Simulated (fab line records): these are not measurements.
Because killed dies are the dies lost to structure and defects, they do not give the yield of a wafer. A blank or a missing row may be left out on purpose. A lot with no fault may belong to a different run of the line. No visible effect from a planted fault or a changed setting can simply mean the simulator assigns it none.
Matching of chambers | flow n5_finfet | rie_diel-06 running N5_BEOL_M0_SAQP_DESCUM_19: 4 sister chambers
The step chemistry O2, time 7.9 s. 14 wafers are shown with their chamber, then 7 later ones without.

## WAFERS WITH THEIR CHAMBER
wafer  | chamber | showerhead_plenum_p_Torr (Torr) | drypump_motor_current_A (A) | throttle_valve_pct (%)
L074.1 | 1       | 2.17                            | 5.6                         | 20.82
L074.3 | 0       | 2.06                            | 5.2                         | 20.53
L074.5 | 0       | 2.06                            | 5.2                         | 20.53
L077.2 | 3       | 2.07                            | 5.4                         | 20.60
L077.5 | 2       | 2.01                            | 6.4                         | 20.27
L077.6 | 1       | 2.17                            | 5.6                         | 20.84
L079.1 | 1       | 2.17                            | 5.6                         | 20.84
L079.3 | 0       | 2.06                            | 5.2                         | 20.23
L079.5 | 2       | 2.01                            | 6.5                         | 20.28
L080.1 | 3       | 2.07                            | 5.5                         | 20.61
L080.3 | 2       | 2.01                            | 6.4                         | 20.28
L080.5 | 2       | 2.01                            | 6.4                         | 20.27
L088.1 | 3       | 2.06                            | 5.5                         | 20.62
L088.2 | 2       | 2.01                            | 6.5                         | 20.26

SIGNATURES (averages over the wafers above)
reading                  | chamber 0 | chamber 1 | chamber 2 | chamber 3 | scatter within a chamber
showerhead_plenum_p_Torr | 2.0600    | 2.1700    | 2.0100    | 2.0667    | 0.00258
drypump_motor_current_A  | 5.200     | 5.600     | 6.440     | 5.467     | 0.0432
throttle_valve_pct       | 20.4300   | 20.8333   | 20.2720   | 20.6100   | 0.0779
Rule: a wafer's distance from a chamber is the root of the sum, over the readings, of the square of ((its reading less the chamber's mean) divided by the reading's scatter). The wafer belongs to the nearest chamber; if the next one is less than 2 further off, it can't be placed. How the scatter is found: for the shown wafers, subtract from each reading the mean of its chamber, square and add these, divide the total by (wafers less chambers), then take the root.

## WAFERS WITH NO CHAMBER GIVEN
wafer  | showerhead_plenum_p_Torr (Torr) | drypump_motor_current_A (A) | throttle_valve_pct (%)
L088.4 | 2.16                            | 5.6                         | 20.86
L089.2 | 2.06                            | 5.2                         | 20.26
L089.3 | 2.16                            | 5.6                         | 20.88
L089.5 | 2.01                            | 6.4                         | 20.31
L092.1 | 2.06                            | 5.4                         | 20.66
L092.2 | 2.05                            | 5.2                         | 20.25
L092.6 | 2.05                            | 5.2                         | 20.26

## THE CHAMBER EACH PASSED THROUGH
wafer  | from the rows above | in truth
L088.4 | 1                   | 1
L089.2 | 0                   | 0
L089.3 | 1                   | 1
L089.5 | 2                   | 2
L092.1 | 3                   | 3
L092.2 | 0                   | 0
L092.6 | 0                   | 0
Correctly placed: 7 of 7. Number that these rows cannot place: 0. Number placed wrongly: 0.
